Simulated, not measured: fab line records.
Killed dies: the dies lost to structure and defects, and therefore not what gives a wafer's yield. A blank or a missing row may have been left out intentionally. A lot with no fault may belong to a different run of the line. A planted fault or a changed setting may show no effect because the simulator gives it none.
A single fault, viewed from 2 desks -- flow nandHarc -- numbers are kept per desk, each desk with only its own; the story behind them comes last

## THE DEFECT DESK
Lot by lot, what the route's inspections counted, given as the mean of those sampled wafers with a number. Marked OUT: a lot whose mean sits more than 4 standard deviations from the usual mean, which makes it out of limits; the brackets give that distance.
Columns: A = rawDefectCount at NHARC_P_GATE_INSPECT_68, usual 231
lot,first seen here,A
L809,day 6 01:31,176
L810,day 6 13:47,161
L812,day 7 11:25,150
L815,day 8 19:02,250
L816,day 9 11:34,178
L823,day 12 01:02,238
L825,day 12 22:20,217
L824,day 12 23:17,250
L827,day 13 14:25,158
L826,day 13 15:03,311
L828,day 14 05:46,171
L829,day 14 18:58,186
L830,day 15 03:08,457
L831,day 15 15:49,260
This desk found nothing out of limits on any of the 14 lots.

## FROM THE METROLOGY DESK
What the gauges read for every lot (on any tool): the sampled wafers with a number, averaged. Marked OUT: a lot whose mean sits more than 4 standard deviations from the usual mean, which makes it out of limits; the brackets give that distance.
Columns: A = cdNm at NHARC_P_CONTACT_CD_MEAS_12, usual 89.6 nm; B = overlayXNm at NHARC_P_CONTACT_OVL_MEAS_13, usual 0.2 nm; C = overlayYNm at NHARC_P_CONTACT_OVL_MEAS_13, usual 0.1 nm
lot,first seen here,A,B,C
L809,day 6 02:59,90.1,-1.0,0.0
L810,day 6 15:16,89.5,-0.2,1.4
L812,day 7 13:01,89.5,-0.2,-1.9
L815,day 8 20:40,92.1 (+5.0) OUT,0.4,1.1
L816,day 9 13:11,92.2 (+5.2) OUT,0.1,-0.4
L823,day 12 02:39,90.2,0.8,0.9
L825,day 12 23:49,89.4,-0.4,-0.6
L824,day 13 00:54,89.6,-0.7,-0.5
L827,day 13 15:54,90.0,-0.1,-0.6
L826,day 13 16:40,89.5,1.2,-0.5
L828,day 14 07:22,89.6,0.4,0.0
L829,day 14 20:29,89.5,1.1,-0.7
L830,day 15 04:44,88.8,-0.2,1.2
L831,day 15 17:26,89.7,-0.3,1.2
Finding of this desk: L815, L816 out of limits; the first was L815 at day 8 20:40, on cdNm at NHARC_P_CONTACT_CD_MEAS_12. L809, L810, L812, L823, L825, L824, L827, L826, L828, L829, L830, L831 stayed within limits.

## ALL TOGETHER
At day 8 20:40 the metrology desk could have sounded an alarm, on L815, L816.
Nothing the defect desk looked at was out of limits.
The defect desk has L815, L816 on record, within its limits.
All the named lots went through NHARC_P_CONTACT_PEB_10 on lithoTrack-06.

## WHAT WAS PUT IN BY THE SIMULATOR
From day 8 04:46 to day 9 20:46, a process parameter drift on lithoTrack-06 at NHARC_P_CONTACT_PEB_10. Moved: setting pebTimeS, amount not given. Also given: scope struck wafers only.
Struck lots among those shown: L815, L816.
Delay in hours, fault start to first out-of-limits reading, per desk: metrology desk 16.
